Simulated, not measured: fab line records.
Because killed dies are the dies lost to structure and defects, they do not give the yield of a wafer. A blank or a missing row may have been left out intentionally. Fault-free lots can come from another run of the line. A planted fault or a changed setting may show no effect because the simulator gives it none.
fab line records	flow n5_finfet
[record] lots = 7	wafers = 21
route steps=1938 shown BEOL_M11@1575 BEOL_M13@1685 BEOL_M14@1739 BEOL_M15@1801
start_h: hours from the record's opening day to when the first of the lot's shown wafers began	wait_h: hours elapsed since this lot's preceding step	" unchanged from the row above	L1.1+2: several wafers, shown together as one row	- no value, or no start given	* or withheld: withheld	< > ~ a bound
route shown NAME@n: names a module that has steps shown in the file, with the first one's number in the route	usual: mean/standard deviation taken from wafers without a fault	same: alike in all rows	chamber/n: place in a boat	sites: the reading at each site	_std_site: the values' standard deviation	_edge_site: the outer-site mean with the inner-site mean subtracted	radius_mm: for every site, how far away it sits from the centre of the wafer	mask NAME#n: copy n	behind: the tool/chamber that last shaped the wafer	hold: why the lot was held/for how many hours/how that ended	device: which transistor (n, p or np) failed to switch	end of line: the tests these same wafers got at the end of their route	for a step that has no rows: nothing shown but its recipe	killed: dies that structure and defects cost at the first sort, which is not the same as the wafer's yield	map: a wafer's dies, x killed, . not, _ none there
set.NAME: the setting that was run; set.NAME@STEP: the one run at that earlier step	model.NAME: the simulator's own value behind a step, which no gauge read
lots run with intentionally changed settings; tables by step, rows by wafer
[[steps]]
[step N5_BEOL_M11_VIA_ETCH_34]
[recipe] chemistry = C4F6/O2	target = SiCOH_lowk	target_depth_a = 1845	mask_material = SOC	taper_deg = 4	time_s = 69.2	ion_energy_ev = 250	pressure_mtorr = 30	source_w = 345	bias_w = 185	Ar_flow_sccm = 300	C4F6_flow_sccm = 10	O2_flow_sccm = 10
lot.wafer	tool	chamber	start_h	wait_h	set.time_s	model.etch.depth_nm	model.SOC_of_BEOL_M11_COAT_63.thk_nm
L076.1	rie_diel-04	0	230.43	0.0	69.2	185.3	91.8
L076.5	"	2	"	"	83.51	218.4	90.4
L076.6	"	3	"	"	83.51	217.8	90.2
L080.4	rie_diel-03	2	258.68	0.0	79.55	214.4	90.2
L080.5	"	3	"	"	79.55	212	90.4
L080.6	"	2	"	"	69.2	184.7	91.8
L082.3	rie_diel-03	0	287.13	0.0	69.2	182.7	92.4
L082.4	"	2	"	"	69.2	184.7	92.2
L082.6	"	0	"	"	61.36	162.1	93.2
L083.3	rie_diel-03	3	299.32	0.0	80.93	216	90.6
L083.4	"	1	"	"	80.93	220.5	90.4
L083.5	"	2	"	"	69.2	185.4	92
L084.1	rie_diel-04	3	307.44	0.0	61.2	160.2	93
L084.3	"	0	"	"	69.2	184.4	92.2
L084.6	"	1	"	"	69.2	183.9	92
L085.1	rie_diel-04	1	325.16	0.0	69.2	182.4	91.4
L085.3	"	2	"	"	69.2	182.4	91.8
L085.6	"	1	"	"	69.2	181.1	91.8
L096.3	rie_diel-04	0	387.37	0.0	80.74	215.4	90.2
L096.5	"	1	"	"	69.2	181.4	92.2
L096.6	"	2	"	"	80.74	217.6	90.4
[step N5_BEOL_M11_TRENCH_ETCH_37]
[recipe] chemistry = C4F6/O2	target_depth_a = 1488.3	target = SiCOH_lowk	time_s = 48	ion_energy_ev = 250	pressure_mtorr = 30	source_w = 345	bias_w = 185	Ar_flow_sccm = 300	C4F6_flow_sccm = 10	O2_flow_sccm = 10
[usual] rf_vpp_V = 665/4
lot.wafer	tool	chamber	start_h	wait_h	set.bias_w	rf_vpp_V
L076.1	rie_diel-04	0	-	-	185	669
L076.5	"	2	"	"	185	664
L076.6	"	3	"	"	185	659
L080.4	rie_diel-03	2	-	-	185	662
L080.5	"	3	"	"	185	674
L080.6	"	2	"	"	185	662
L082.3	rie_diel-03	0	-	-	185	666
L082.4	"	2	"	"	185	662
L082.6	"	0	"	"	214.9	749
L083.3	rie_diel-03	3	-	-	185	675
L083.4	"	1	"	"	185	664
L083.5	"	2	"	"	185	663
L084.1	rie_diel-04	3	-	-	185	659
L084.3	"	0	"	"	217.7	761
L084.6	"	1	"	"	185	666
L085.1	rie_diel-04	1	-	-	185	666
L085.3	"	2	"	"	185	664
L085.6	"	1	"	"	185	667
L096.3	rie_diel-04	0	-	-	185	669
L096.5	"	1	"	"	185	666
L096.6	"	2	"	"	185	665
[step N5_BEOL_M13_EXPOSE_25]
[recipe] mask_id = M13	na = 0.93	source_shape = conventional	sigma_outer = 0.4	polarization = unpolarized	target_cd_nm = 210	dose_mj = 22
lot.wafer	tool	chamber	start_h	wait_h	mask	set.dose_mj
L076.1+5+6	krf_scanner-01	0	243.39	-	M13#0	22
L080.4+5+6	krf_scanner-01	0	270.17	-	M13#0	22
L082.3	krf_scanner-02	0	302.62	-	M13#0	22
L082.4+6	"	0	"	"	M13#0	22.54
L083.3+4+5	krf_scanner-02	0	309.08	-	M13#0	22
L084.1+6	krf_scanner-01	0	323.29	-	M13#0	22
L084.3	"	0	"	"	M13#0	21.5
L085.1+3+6	krf_scanner-01	0	335.36	-	M13#0	22
L096.3	krf_scanner-02	0	397.42	-	M13#0	22.81
L096.5+6	"	0	"	"	M13#0	22
[step N5_BEOL_M13_PEB_26]
[recipe] peb_temp_c = 130	peb_time_s = 90
[step N5_BEOL_M13_DEVELOP_27]
[recipe] develop_time_s = 45	rinse_liquid = diw	dry = air_spin	dev_temp_c = 21
[step N5_BEOL_M13_HARDBAKE_32]
[recipe] temp_c = 130	time_s = 120
[step N5_BEOL_M13_CD_MEAS_28]
[recipe] target_cd_nm = 209.5	landing_energy_ev = 500	detector = se_inlens
[usual] cd_nm = 209.5/0.92
lot.wafer	tool	chamber	start_h	wait_h	set.dose_mj@BEOL_M13_EXPOSE_25	cd_nm
L076.1	cd_sem-01	0	243.56	-	22	210.7
L076.5	"	0	"	"	22	210.0
L076.6	"	0	"	"	22	211.0
L080.4	cd_sem-02	0	270.33	-	22	208.5
L080.5	"	0	"	"	22	208.3
L080.6	"	0	"	"	22	208.6
L082.3	cd_sem-02	0	302.79	-	22	208.3
L082.4	"	0	"	"	22.54	212.8
L082.6	"	0	"	"	22.54	211.6
L083.3	cd_sem-02	0	309.24	-	22	209.5
L083.4	"	0	"	"	22	209.3
L083.5	"	0	"	"	22	208.7
L084.1	cd_sem-03	0	323.46	-	22	208.8
L084.3	"	0	"	"	21.5	206.3
L084.6	"	0	"	"	22	209.4
L085.1	cd_sem-02	0	335.53	-	22	209.8
L085.3	"	0	"	"	22	208.6
L085.6	"	0	"	"	22	209.8
L096.3	cd_sem-03	0	397.59	-	22.81	213.2
L096.5	"	0	"	"	22	208.5
L096.6	"	0	"	"	22	209.8
[step N5_BEOL_M13_DESCUM_33]
[recipe] chemistry = O2	time_s = 7.9	source_power_w = 50	bias_power_w = 20	pressure_mtorr = 20	rf_frequency_hz = 2.712e+07	temp_c = 40	o2_flow_sccm = 225
lot.wafer	tool	chamber	start_h	wait_h	set.dose_mj@BEOL_M13_EXPOSE_25	model.BEOL_M13.cd_nm
L076.1+6	rie_diel-05	1,3	243.92	0.3	22	210.4
L076.5	"	0	"	"	22	210
L080.4	rie_diel-05	0	270.42	0.0	22	208.4
L080.5+6	"	0,1	"	"	22	208.8
L082.3	rie_diel-04	3	302.91	0.1	22	208.4
L082.4	"	1	"	"	22.54	212.4
L082.6	"	1	"	"	22.54	211.6
L083.3+4	rie_diel-05	1,2	309.33	0.0	22	209.2
L083.5	"	1	"	"	22	208.8
L084.1+6	rie_diel-04	1,2	323.55	0.0	22	209.4
L084.3	"	0	"	"	21.5	206.6
L085.1	rie_diel-03	1	335.62	0.0	22	210
L085.3	"	2	"	"	22	208.8
L085.6	"	0	"	"	22	209.6
L096.3	rie_diel-04	1	398.13	0.5	22.81	213
L096.5	"	1	"	"	22	208.4
L096.6	"	0	"	"	22	209.8
[step N5_BEOL_M14_COAT_22]
[recipe] spin_rpm = 2888	resist_thk_nm = 300
lot.wafer	tool	chamber	start_h	wait_h	set.spin_rpm	model.coat_of_BEOL_M14_COAT_22.thk_nm
L076.1	litho_track-05	0	-	-	2888	300
L076.5	"	0	"	"	2682	310.4
L076.6	"	0	"	"	2888	300.2
L080.4	litho_track-04	0	-	-	2888	299.4
L080.5	"	0	"	"	2888	300.6
L080.6	"	0	"	"	2888	300.2
L082.3	litho_track-05	0	-	-	2888	300
L082.4	"	0	"	"	2888	299
L082.6	"	0	"	"	2743	308.4
L083.3	litho_track-04	0	-	-	3160	286.2
L083.4	"	0	"	"	2888	298.4
L083.5	"	0	"	"	2888	298.8
L084.1	litho_track-04	0	-	-	2888	302.2
L084.3	"	0	"	"	2888	299.8
L084.6	"	0	"	"	2602	316.6
L085.1	litho_track-04	0	-	-	2888	299.2
L085.3+6	"	0	"	"	2888	299.8
L096.3	litho_track-03	0	-	-	2888	300
L096.5	"	0	"	"	2888	300.2
L096.6	"	0	"	"	2888	300.4
[step N5_BEOL_M14_PEB_26]
[recipe] peb_temp_c = 130	peb_time_s = 90
lot.wafer	tool	chamber	start_h	wait_h	set.peb_temp_c
L076.1+5	litho_track-03	0	247.96	0.1	133.2
L076.6	"	0	"	"	130
L080.4+6	litho_track-03	0	277.26	0.0	130
L080.5	"	0	"	"	133.7
L082.3+6	litho_track-04	0	310.12	0.0	130
L082.4	"	0	"	"	133.1
L083.3+4+5	litho_track-04	0	314.69	0.0	130
L084.1	litho_track-04	0	329.19	0.1	133.6
L084.3+6	"	0	"	"	130
L085.1+3+6	litho_track-04	0	342.84	0.1	130
L096.3	litho_track-03	0	402.77	0.0	130
L096.5+6	"	0	"	"	131.8
[step N5_BEOL_M14_DEVELOP_27]
[recipe] develop_time_s = 45	rinse_liquid = diw	dry = air_spin	dev_temp_c = 21
[step N5_BEOL_M14_HARDBAKE_32]
[recipe] temp_c = 130	time_s = 120
[step N5_BEOL_M14_CD_MEAS_28]
[recipe] target_cd_nm = 284.4	landing_energy_ev = 500	detector = se_inlens
[usual] cd_nm = 284.4/1.2
lot.wafer	tool	chamber	start_h	wait_h	set.peb_temp_c@BEOL_M14_PEB_26	cd_nm
L076.1	cd_sem-03	0	248.08	-	133.2	299.3
L076.5	"	0	"	"	133.2	298.7
L076.6	"	0	"	"	130	283.9
L080.4	cd_sem-01	0	277.38	-	130	284.8
L080.5	"	0	"	"	133.7	299.6
L080.6	"	0	"	"	130	284.2
L082.3	cd_sem-01	0	310.24	-	130	285.0
L082.4	"	0	"	"	133.1	296.7
L082.6	"	0	"	"	130	283.3
L083.3	cd_sem-02	0	314.81	-	130	287.1
L083.4	"	0	"	"	130	284.5
L083.5	"	0	"	"	130	283.7
L084.1	cd_sem-02	0	329.30	-	133.6	301.1
L084.3	"	0	"	"	130	285.3
L084.6	"	0	"	"	130	283.8
L085.1	cd_sem-02	0	342.95	-	130	283.3
L085.3	"	0	"	"	130	284.8
L085.6	"	0	"	"	130	282.2
L096.3	cd_sem-03	0	402.89	-	130	283.1
L096.5	"	0	"	"	131.8	291.1
L096.6	"	0	"	"	131.8	290.7
[step N5_BEOL_M14_DESCUM_33]
[recipe] chemistry = O2	time_s = 7.9	source_power_w = 50	bias_power_w = 20	pressure_mtorr = 20	rf_frequency_hz = 2.712e+07	temp_c = 40	o2_flow_sccm = 225
lot.wafer	tool	chamber	start_h	wait_h	set.peb_temp_c@BEOL_M14_PEB_26	model.BEOL_M14.cd_nm
L076.1	rie_diel-06	0	248.17	0.0	133.2	299.4
L076.5	"	2	"	"	133.2	298.6
L076.6	"	0	"	"	130	283.6
L080.4	rie_diel-01	2	277.46	0.0	130	285.2
L080.5	"	3	"	"	133.7	299.6
L080.6	"	0	"	"	130	284.4
L082.3	rie_diel-02	3	310.33	0.0	130	285
L082.4	"	1	"	"	133.1	297
L082.6	"	3	"	"	130	283.4
L083.3	rie_diel-01	1	314.89	0.0	130	286.8
L083.4	"	2	"	"	130	284.4
L083.5	"	2	"	"	130	284
L084.1	rie_diel-02	2	329.75	0.4	133.6	301
L084.3	"	3	"	"	130	285.2
L084.6	"	2	"	"	130	283.8
L085.1	rie_diel-01	2	343.82	0.8	130	283.6
L085.3	"	1	"	"	130	285
L085.6	"	0	"	"	130	282.6
L096.3	rie_diel-06	2	402.97	0.0	130	283.4
L096.5	"	2	"	"	131.8	291
L096.6	"	1	"	"	131.8	290.8
[step N5_BEOL_M14_ETCH_67]
[recipe] chemistry = CF4	target = SiARC	target_depth_a = 1430	time_s = 238.3	ion_energy_ev = 80	pressure_mtorr = 40	source_w = 545	bias_w = 36	Ar_flow_sccm = 100	cf4_flow_sccm = 100	ends = cleared
lot.wafer	tool	chamber	start_h	wait_h	set.peb_temp_c@BEOL_M14_PEB_26	model.BEOL_M14.cd_nm
L076.1	rie_diel-06	0	248.20	0.0	133.2	295.8
L076.5	"	2	"	"	133.2	294.8
L076.6	"	0	"	"	130	279.6
L080.4	rie_diel-01	2	277.50	0.0	130	281
L080.5	"	3	"	"	133.7	295.2
L080.6	"	0	"	"	130	280.6
L082.3	rie_diel-02	3	310.36	0.0	130	280.8
L082.4	"	1	"	"	133.1	293.4
L082.6	"	3	"	"	130	278.8
L083.3	rie_diel-01	1	314.93	0.0	130	282.8
L083.4	"	2	"	"	130	280.4
L083.5	"	2	"	"	130	280.2
L084.1	rie_diel-02	2	329.78	0.0	133.6	297.2
L084.3	"	3	"	"	130	280.8
L084.6	"	2	"	"	130	279.6
L085.1	rie_diel-01	2	343.86	0.0	130	278.6
L085.3	"	1	"	"	130	280
L085.6	"	0	"	"	130	278
L096.3	rie_diel-06	2	403.01	0.0	130	279
L096.5	"	2	"	"	131.8	286.8
L096.6	"	1	"	"	131.8	286.2
[step N5_BEOL_M15_PEB_26]
[recipe] peb_temp_c = 130	peb_time_s = 90
lot.wafer	tool	chamber	start_h	wait_h	set.peb_time_s
L076.1+5	litho_track-01	0	255.40	0.1	107.4
L076.6	"	0	"	"	90
L080.4+5+6	litho_track-03	0	283.61	0.0	90
L082.3	litho_track-01	0	316.12	0.0	90
L082.4+6	"	0	"	"	71.58
L083.3+4	litho_track-03	0	319.20	0.0	101.8
L083.5	"	0	"	"	90
L084.1+6	litho_track-01	0	335.06	0.1	73.82
L084.3	"	0	"	"	90
L085.1+3+6	litho_track-01	0	350.17	0.1	90
L096.3+5	litho_track-03	0	409.69	0.0	90
L096.6	"	0	"	"	78.03
[step N5_BEOL_M15_DEVELOP_27]
[recipe] develop_time_s = 45	rinse_liquid = diw	dry = air_spin	dev_temp_c = 21
[step N5_BEOL_M15_HARDBAKE_32]
[recipe] temp_c = 130	time_s = 120
[step N5_BEOL_M15_CD_MEAS_28]
[recipe] target_cd_nm = 407.6	landing_energy_ev = 500	detector = se_inlens
[usual] cd_nm = 407.5/1.5
lot.wafer	tool	chamber	start_h	wait_h	set.peb_time_s@BEOL_M15_PEB_26	cd_nm
L076.1	cd_sem-02	0	255.51	-	107.4	412.1
L076.5	"	0	"	"	107.4	412.9
L076.6	"	0	"	"	90	406.6
L080.4	cd_sem-03	0	283.72	-	90	409.0
L080.5	"	0	"	"	90	408.7
L080.6	"	0	"	"	90	410.9
L082.3	cd_sem-03	0	316.24	-	90	407.3
L082.4	"	0	"	"	71.58	399.0
L082.6	"	0	"	"	71.58	400.0
L083.3	cd_sem-03	0	319.32	-	101.8	411.5
L083.4	"	0	"	"	101.8	410.4
L083.5	"	0	"	"	90	406.9
L084.1	cd_sem-01	0	335.17	-	73.82	400.5
L084.3	"	0	"	"	90	408.1
L084.6	"	0	"	"	73.82	399.7
L085.1	cd_sem-02	0	350.28	-	90	409.7
L085.3	"	0	"	"	90	409.3
L085.6	"	0	"	"	90	408.4
L096.3	cd_sem-03	0	409.80	-	90	404.1
L096.5	"	0	"	"	90	405.1
L096.6	"	0	"	"	78.03	400.0
[step N5_BEOL_M15_DESCUM_33]
[recipe] chemistry = O2	time_s = 7.9	source_power_w = 50	bias_power_w = 20	pressure_mtorr = 20	rf_frequency_hz = 2.712e+07	temp_c = 40	o2_flow_sccm = 225
lot.wafer	tool	chamber	start_h	wait_h	set.peb_time_s@BEOL_M15_PEB_26	model.BEOL_M15.cd_nm
L076.1	rie_diel-03	1	255.65	0.1	107.4	412
L076.5	"	3	"	"	107.4	412.8
L076.6	"	2	"	"	90	406.4
L080.4+5	rie_diel-05	3,2	283.81	0.0	90	409.2
L080.6	"	1	"	"	90	410.8
L082.3	rie_diel-04	1	316.33	0.0	90	407
L082.4	"	0	"	"	71.58	399.2
L082.6	"	0	"	"	71.58	400
L083.3	rie_diel-03	2	319.40	0.0	101.8	411.4
L083.4	"	0	"	"	101.8	410.4
L083.5	"	0	"	"	90	406.8
L084.1	rie_diel-04	3	335.26	0.0	73.82	401
L084.3	"	2	"	"	90	407.4
L084.6	"	1	"	"	73.82	399.8
L085.1	rie_diel-05	0	350.37	0.0	90	409.8
L085.3	"	1	"	"	90	409.4
L085.6	"	3	"	"	90	408.6
L096.3	rie_diel-04	0	409.89	0.0	90	404.4
L096.5	"	2	"	"	90	405.6
L096.6	"	1	"	"	78.03	400
[step N5_BEOL_M15_TRENCH_ETCH_34]
[recipe] chemistry = C4F8/O2/Ar	target = SiO2	target_depth_a = 8729.3	he_inner_torr = 15	he_outer_torr = 30	time_s = 199	ion_energy_ev = 800	pressure_mtorr = 20	source_w = 1905	bias_w = 2040	Ar_flow_sccm = 400	C4F8_flow_sccm = 16	O2_flow_sccm = 12
lot.wafer	tool	chamber	start_h	wait_h	set.time_s	set.peb_time_s@BEOL_M15_PEB_26	model.etch.depth_nm	model.coat_of_BEOL_M15_COAT_22.thk_nm	model.BEOL_M15.cd_nm
L076.1	rie_diel-03	1	255.74	0.0	199	107.4	894.7	536.4	405.8
L076.5	"	3	"	"	176.6	107.4	778.7	562.8	403.4
L076.6	"	2	"	"	176.6	90	796.8	556	398.2
L080.4	rie_diel-05	3	283.89	0.0	199	90	885.6	538.2	401.8
L080.5	"	2	"	"	213.6	90	915.9	536.2	401.6
L080.6	"	1	"	"	213.6	90	927.5	532.8	403.6
L082.3	rie_diel-04	1	316.41	0.0	199	90	860.3	544.2	399.4
L082.4	"	0	"	"	199	71.58	873.2	541.6	392.8
L082.6	"	0	"	"	199	71.58	875.5	541.8	393.4
L083.3	rie_diel-03	2	319.49	0.0	229.7	101.8	1014	515.4	404.2
L083.4	"	0	"	"	199	101.8	864.8	549	402.8
L083.5	"	0	"	"	229.7	90	994.2	523	400.6
L084.1	rie_diel-04	3	335.35	0.0	199	73.82	848.5	546.8	393.2
L084.3	"	2	"	"	225.6	90	972.4	522.6	400.8
L084.6	"	1	"	"	225.6	73.82	979.7	521	392.6
L085.1	rie_diel-05	0	350.46	0.0	199	90	853	551	402.8
L085.3	"	1	"	"	199	90	859.6	551.6	400.8
L085.6	"	3	"	"	199	90	880.6	543.8	401.4
L096.3	rie_diel-04	0	409.98	0.0	199	90	863.2	543.2	396.8
L096.5	"	2	"	"	162.8	90	715.1	574	396.2
L096.6	"	1	"	"	162.8	78.03	700.4	578.6	389.2
[step N5_BEOL_M15_STRIP_36]
[recipe] chemistry = O2	power_w = 600	temp_c = 60	pressure_mtorr = 30	rf_frequency_hz = 6e+07	bias_power_w = 0	overash_fraction = 0.3	o2_flow_sccm = 225
[step N5_BEOL_M15_ECD_47]
[recipe] material = Cu	target_thk_a = 18600
[step N5_BEOL_M15_ANNEAL_48]
[recipe] temp_c = 225	time_s = 90	ambient = N2
[step N5_BEOL_M15_CMP_49]
[recipe] stop_on = SiO2	t_overpolish_s = 4.9	down_force_psi = 2	platen_rpm = 80	clearing_platen_down_force_psi = 2	clearing_platen_rpm = 80	post_cmp_clean = cu_alkaline	target_thk_nm = 850	clearing_platen_pad_velocity_m_s = 1.5917	pad_velocity_m_s = 1.5917
lot.wafer	tool	chamber	start_h	wait_h	set.time_s@BEOL_M15_TRENCH_ETCH_34	model.Cu_of_BEOL_M15_ECD_47.thk_nm
L076.1	cmp-01	1	257.62	0.4	199	871.4
L076.6	"	2	"	"	176.6	774
L076.5	"	3	"	"	176.6	756.4
L080.4	cmp-01	0	285.59	0.2	199	864.4
L080.6	"	2	"	"	213.6	907
L080.5	"	3	"	"	213.6	893.8
L082.3	cmp-03	2	318.34	0.2	199	837.6
L082.4	"	3	"	"	199	849.2
L082.6	"	0	"	"	199	852.2
L083.4	cmp-03	2	322.17	0.1	199	842.6
L083.3	"	3	"	"	229.7	991.2
L083.5	"	2	"	"	229.7	971.2
L084.1	cmp-03	0	338.36	0.3	199	824.2
L084.3	"	1	"	"	225.6	948
L084.6	"	3	"	"	225.6	954.4
L085.1	cmp-01	2	352.59	0.3	199	828.2
L085.3	"	3	"	"	199	834.6
L085.6	"	0	"	"	199	855.4
L096.3	cmp-01	3	413.77	0.3	199	840.6
L096.5	"	1	"	"	162.8	693.2
L096.6	"	2	"	"	162.8	677.4
[step N5_BEOL_M15_THK_MEAS_50]
[recipe] thk_meas_gauge = xrf	reads = Cu_of_BEOL_M15_ECD_47
[usual] M15_THK = 849/15
lot.wafer	tool	chamber	start_h	wait_h	set.time_s@BEOL_M15_TRENCH_ETCH_34	M15_THK[nm]
L076.1	film_metro-02	-	257.80	-	199	887
L076.5	"	-	"	"	176.6	761
L076.6	"	-	"	"	176.6	782
L080.4	film_metro-01	-	285.81	-	199	880
L080.5	"	-	"	"	213.6	910
L080.6	"	-	"	"	213.6	926
L082.3	film_metro-02	-	318.56	-	199	847
L082.4	"	-	"	"	199	862
L082.6	"	-	"	"	199	863
L083.3	film_metro-01	-	322.46	-	229.7	986
L083.4	"	-	"	"	199	843
L083.5	"	-	"	"	229.7	969
L084.1	film_metro-01	-	338.61	-	199	825
L084.3	"	-	"	"	225.6	950
L084.6	"	-	"	"	225.6	957
L085.1	film_metro-01	-	352.81	-	199	828
L085.3	"	-	"	"	199	832
L085.6	"	-	"	"	199	856
L096.3	film_metro-02	-	413.99	-	199	838
L096.5	"	-	"	"	162.8	692
L096.6	"	-	"	"	162.8	678
[step N5_BEOL_M15_PRE_CLEAN_52]
[recipe] gas = NH3	time_s = 15	temp_c = withheld	rf_power_w = 300
[step N5_BEOL_M15_DEP_53]
[recipe] material = SiCN	target_thk_a = 500	temp_c = withheld	precursor = 3MS/NH3	pressure_torr = 3	rf_w = 675	time_s = 17.8
[step N5_BEOL_M15_RS_MEAS_54]
[recipe] thk_meas_gauge = four-point-probe	reads = Cu_of_BEOL_M15_ECD_47+Ta_of_BEOL_M15_SPUTTER_44+TaN_of_BEOL_M15_SPUTTER_43
[usual] M15_RS = 0.0216/0.00035
lot.wafer	tool	chamber	start_h	wait_h	set.time_s@BEOL_M15_TRENCH_ETCH_34	M15_RS[ohm/sq]
L076.1	film_metro-01	-	257.93	0.0	199	0.0210
L076.5	"	-	"	"	176.6	0.0242
L076.6	"	-	"	"	176.6	0.0237
L080.4	film_metro-01	-	285.94	0.0	199	0.0212
L080.5	"	-	"	"	213.6	0.0204
L080.6	"	-	"	"	213.6	0.0202
L082.3	film_metro-01	-	318.69	0.1	199	0.0219
L082.4	"	-	"	"	199	0.0216
L082.6	"	-	"	"	199	0.0215
L083.3	film_metro-02	-	322.59	0.1	229.7	0.0184
L083.4	"	-	"	"	199	0.0217
L083.5	"	-	"	"	229.7	0.0188
L084.1	film_metro-02	-	338.74	0.0	199	0.0222
L084.3	"	-	"	"	225.6	0.0192
L084.6	"	-	"	"	225.6	0.0191
L085.1	film_metro-01	-	352.94	0.0	199	0.0222
L085.3	"	-	"	"	199	0.0220
L085.6	"	-	"	"	199	0.0214
L096.3	film_metro-02	-	414.15	0.1	199	0.0217
L096.5	"	-	"	"	162.8	0.0265
L096.6	"	-	"	"	162.8	0.0271
[[key]]
[split] step = N5_BEOL_M11_VIA_ETCH_34	setting = time_s	stated = 69.2	by = wafer
[response] step = N5_BEOL_M11_VIA_ETCH_34	reading = model.etch.depth_nm	change = +1.87	per = 1%	r = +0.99
[response] step = N5_BEOL_M11_VIA_ETCH_34	reading = model.SOC_of_BEOL_M11_COAT_63.thk_nm	change = -0.0887	per = 1%	r = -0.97
[split] step = N5_BEOL_M11_TRENCH_ETCH_37	setting = bias_w	stated = 185	by = wafer
[response] step = N5_BEOL_M11_TRENCH_ETCH_37	reading = rf_vpp_V	change = +5.43	per = 1%	r = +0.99
[split] step = N5_BEOL_M13_EXPOSE_25	setting = dose_mj	stated = 22	by = wafer
[response] step = N5_BEOL_M13_CD_MEAS_28	reading = cd_nm	change = +1.25	per = 1%	r = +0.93
[response] step = N5_BEOL_M13_DESCUM_33	reading = model.BEOL_M13.cd_nm	change = +1.19	per = 1%	r = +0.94
[split] step = N5_BEOL_M14_COAT_22	setting = spin_rpm	stated = 2888	by = wafer
[response] step = N5_BEOL_M14_COAT_22	reading = model.coat_of_BEOL_M14_COAT_22.thk_nm	change = -1.48	per = 1%	r = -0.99
[split] step = N5_BEOL_M14_PEB_26	setting = peb_temp_c	stated = 130	by = wafer
[response] step = N5_BEOL_M14_CD_MEAS_28	reading = cd_nm	change = +5.66	per = 1%	r = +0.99
[response] step = N5_BEOL_M14_DESCUM_33	reading = model.BEOL_M14.cd_nm	change = +5.66	per = 1%	r = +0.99
[response] step = N5_BEOL_M14_ETCH_67	reading = model.BEOL_M14.cd_nm	change = +5.76	per = 1%	r = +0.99
[split] step = N5_BEOL_M15_PEB_26	setting = peb_time_s	stated = 90	by = wafer
[response] step = N5_BEOL_M15_CD_MEAS_28	reading = cd_nm	change = +0.364	per = 1%	r = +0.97
[response] step = N5_BEOL_M15_DESCUM_33	reading = model.BEOL_M15.cd_nm	change = +0.351	per = 1%	r = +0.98
[response] step = N5_BEOL_M15_TRENCH_ETCH_34	reading = model.BEOL_M15.cd_nm	change = +0.362	per = 1%	r = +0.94
[split] step = N5_BEOL_M15_TRENCH_ETCH_34	setting = time_s	stated = 199	by = wafer
[response] step = N5_BEOL_M15_TRENCH_ETCH_34	reading = model.etch.depth_nm	change = +8.79	per = 1%	r = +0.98
[response] step = N5_BEOL_M15_TRENCH_ETCH_34	reading = model.coat_of_BEOL_M15_COAT_22.thk_nm	change = -1.81	per = 1%	r = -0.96
[response] step = N5_BEOL_M15_CMP_49	reading = model.Cu_of_BEOL_M15_ECD_47.thk_nm	change = +8.75	per = 1%	r = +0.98
[response] step = N5_BEOL_M15_THK_MEAS_50	reading = M15_THK	change = +8.78	per = 1%	r = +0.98
[response] step = N5_BEOL_M15_RS_MEAS_54	reading = M15_RS	change = -0.000236	per = 1%	r = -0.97
